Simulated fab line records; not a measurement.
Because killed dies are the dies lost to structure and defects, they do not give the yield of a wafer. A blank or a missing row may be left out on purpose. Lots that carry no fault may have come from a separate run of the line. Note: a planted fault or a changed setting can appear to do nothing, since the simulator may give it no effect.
Which tool was responsible? :: flow n5 finfet :: 6 lots, 17 wafers sampled, at 3 steps of a route of 1938

## WHAT THE GAUGES READ, wafer by wafer
N5_BEOL_M4_THK_MEAS_01.
lot: L508
measured: day 8 10:37
on: film metro-02
M4_ILD_THK (nm): 78.0 80.3 80.5

lot: L513
measured: day 9 04:04
on: film metro-01
M4_ILD_THK (nm): 78.2 77.7 80.4

lot: L515
measured: day 9 12:20
on: film metro-01
M4_ILD_THK (nm): 76.6 77.9 78.7

lot: L520
measured: day 11 03:23
on: film metro-01
M4_ILD_THK (nm): 78.6 80.0 80.4

lot: L523
measured: day 11 11:50
on: film metro-01
M4_ILD_THK (nm): 77.1 77.8

lot: L529
measured: day 13 03:11
on: film metro-01
M4_ILD_THK (nm): 78.2 76.3 80.2

## TOOL THAT RAN EACH LOT (tool first, then ch and the chambers of the sampled wafers, then the start)
lot: L508
N5_BEOL_M3_ANNEAL_95: pvd sputter-02, day 8 09:17
N5_BEOL_M3_ANNEAL_51: rtp anneal-01 ch 0, day 8 09:41

lot: L513
N5_BEOL_M3_ANNEAL_95: pvd sputter-03, day 9 02:45
N5_BEOL_M3_ANNEAL_51: rtp anneal-01 ch 0, day 9 03:08

lot: L515
N5_BEOL_M3_ANNEAL_95: pvd sputter-01, day 9 10:48
N5_BEOL_M3_ANNEAL_51: rtp anneal-01 ch 0, day 9 11:08

lot: L520
N5_BEOL_M3_ANNEAL_95: pvd sputter-03, day 11 02:02
N5_BEOL_M3_ANNEAL_51: rtp anneal-02 ch 0, day 11 02:23

lot: L523
N5_BEOL_M3_ANNEAL_95: pvd sputter-03, day 11 10:11
N5_BEOL_M3_ANNEAL_51: rtp anneal-01 ch 0, day 11 10:44

lot: L529
N5_BEOL_M3_ANNEAL_95: pvd sputter-03, day 13 01:51
N5_BEOL_M3_ANNEAL_51: rtp anneal-02 ch 0, day 13 02:14
- N5_BEOL_M3_ANNEAL_95: time 240 s.
- N5_BEOL_M3_ANNEAL_51: time 90 s.

## THE ANSWER, worked out from the rows above alone
Rule: the usual values come from the lots themselves. The widest of any qualifying gaps counts: lots, ordered by their means at a reading, are off when they make up no more than a third of the lots, leave a main group of 4 or more, and stand apart from it by 3 or more times the standard deviation of that group's means. If all means in a main group match to the digits the tables above print for the reading, that group is not used. A lot without any number at a reading at which 4 lots or more have one is off too. All remaining lots with rows at the step are treated as sound.
No lot is off at any reading shown: from this, nothing can be told.

## WHAT THE SIMULATOR HAD PUT IN
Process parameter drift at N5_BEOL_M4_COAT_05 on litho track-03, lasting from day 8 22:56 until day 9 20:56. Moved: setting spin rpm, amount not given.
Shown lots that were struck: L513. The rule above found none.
